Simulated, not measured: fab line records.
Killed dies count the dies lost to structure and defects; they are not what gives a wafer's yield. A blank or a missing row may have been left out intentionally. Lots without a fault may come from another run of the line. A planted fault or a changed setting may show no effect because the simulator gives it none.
8D (eight disciplines) problem report, filled in by code -- flow n5Finfet -- the parts of the form that need people (team, actions taken, sign-off) are left out

1. THE ISSUE
Mean of rfFwdPowerW at N5_BEOL_M7_ETCH_62: 1037.8 W across 9 wafers in 3 lots; on wafers with no fault it is 837.1 W (standard deviation 2.7). That is +74 standard deviations from the usual mean.
The step: etches SOC in N2/H2, target depth 110 nm, overetch 22 nm, time 165 s.
First seen on wafer L657.1, day 12 05:05, on rieDiel-03. Wafers with a number at this step in the record: 33, from 11 lots. Rule for "out", or "out of limits": more than 4 standard deviations from the usual mean. All remaining wafers that have a number are taken as sound.

2. WHAT IT IS AND WHAT IT IS NOT
question,is,is not
which readings at this step,"rfFwdPowerW, rfVppV","drypumpMotorCurrentA, oesProductAu, showerheadPlenumPTorr, throttleValvePct"
which lots,"L657, L659, L661","L643, L645, L646, L649, L650, L651, L663, L664"
which wafers of those lots,all that have a number,-
read on which tools,rieDiel-03,"rieDiel-04, rieDiel-05"
when,from day 12 05:05,"up to then (18 sound wafers); but 6 sound wafers of L663, L664 came after"

3. THE SUSPECTS, EACH WITH WHAT RULES IT OUT
Counting: a tool stays on the suspect list if, at a process step up to the reading, it processed all lots that are out and no sound lot following the first of them.
- rieDiel-03 at N5_BEOL_M7_ETCH_62 (etches SOC in N2/H2, target depth 110 nm, overetch 22 nm, time 165 s): kept. It ran every lot that is out, first L657 (day 12 05:05), and no sound lot after that; its last sound lot up to then is L650 (day 10 21:02). Its own rfFwdPowerW, rfVppV readings are out on those wafers.
Remaining after the count: rieDiel-03 at N5_BEOL_M7_ETCH_62.

4. THE CAUSE (what the simulator had put in)
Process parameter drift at N5_BEOL_M7_ETCH_62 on rieDiel-03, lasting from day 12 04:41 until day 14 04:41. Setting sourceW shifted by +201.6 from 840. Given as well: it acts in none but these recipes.
The count eliminated every tool but this one.

5. THE CHAIN OF EFFECTS, in route order
Each row: a reading where the mean over the struck wafers with a number is more than 3 standard deviations away from the usual. Readings are gone through only where the record gives a usual standard deviation; hours: the median, over the lots, of the time from a lot's start at the first step in this table giving one to that lot's start at this step; sigmas: the change measured in usual standard deviations.
hours,step,reading,usual,on struck wafers,change,sigmas
0,N5_BEOL_M7_ETCH_62,rfFwdPowerW,837.1 W,1037.8,+200.7,+74
0,N5_BEOL_M7_ETCH_62,rfVppV,523.9 V,488.1,-35.8,-12
Process steps it contains:
- N5_BEOL_M7_ETCH_62: etches SOC in N2/H2, target depth 110 nm, overetch 22 nm, time 165 s.

6. HOW IT WOULD HAVE BEEN CAUGHT EARLIER
In this record the first reading out of limits was taken at day 12 05:05, 0 hours after the fault began at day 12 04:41.
